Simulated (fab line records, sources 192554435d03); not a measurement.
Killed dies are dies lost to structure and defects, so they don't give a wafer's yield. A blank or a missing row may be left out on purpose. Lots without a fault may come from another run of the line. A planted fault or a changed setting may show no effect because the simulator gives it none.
Chamber matching | flow n5_finfet | N5_FIN_SAQP_HM_DEP_72 on pecvd-01: 3 sister chambers
The step deposits SiO2 from SiH4/N2O, target thk 12 nm, time 7.2 s. 3 wafers are shown with their chamber, then 12 later ones without.

WAFERS WITH THEIR CHAMBER
wafer  | chamber | showerhead_plenum_p_Torr (Torr)
L088.4 | 0       | 8.15
L092.3 | 2       | 8.25
L092.5 | 1       | 8.24

WAFERS WITHOUT THEIR CHAMBER
wafer  | showerhead_plenum_p_Torr (Torr)
L094.2 | 8.24
L094.5 | 8.25
L094.6 | 8.19
L095.1 | 8.25
L095.2 | 8.23
L095.3 | 8.17
L096.1 | 8.23
L096.2 | 8.17
L096.6 | 8.25
L097.1 | 8.16
L097.3 | 8.23
L097.5 | 8.24

WHICH CHAMBER EACH WENT THROUGH
wafer  | from the rows above          | in truth
L094.2 | can't be placed: 1 or 2      | 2
L094.5 | can't be placed: 2 or 1      | 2
L094.6 | can't be placed: 0 or 1 or 2 | 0
L095.1 | can't be placed: 2 or 1      | 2
L095.2 | can't be placed: 1 or 2      | 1
L095.3 | 0                            | 0
L096.1 | can't be placed: 1 or 2      | 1
L096.2 | 0                            | 0
L096.6 | can't be placed: 2 or 1      | 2
L097.1 | 0                            | 0
L097.3 | can't be placed: 1 or 2      | 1
L097.5 | can't be placed: 1 or 2      | 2
Placed correctly: 3 of 12. Can't be placed from these rows: 9 (the true chamber is among the candidates in 9). Placed wrongly: 0.
How it was worked out, from the rows above alone: a wafer's distance from a chamber is the root of the sum, over the readings, of the square of ((its reading less the chamber's mean) divided by the reading's scatter). The wafer belongs to the nearest chamber; if the next one is less than 2 further off, it can't be placed. A chamber's mean is the mean of its shown wafers. The scatter: with one shown wafer a chamber, the root of the mean of the squares of how far each hidden wafer lies from its nearest shown one.
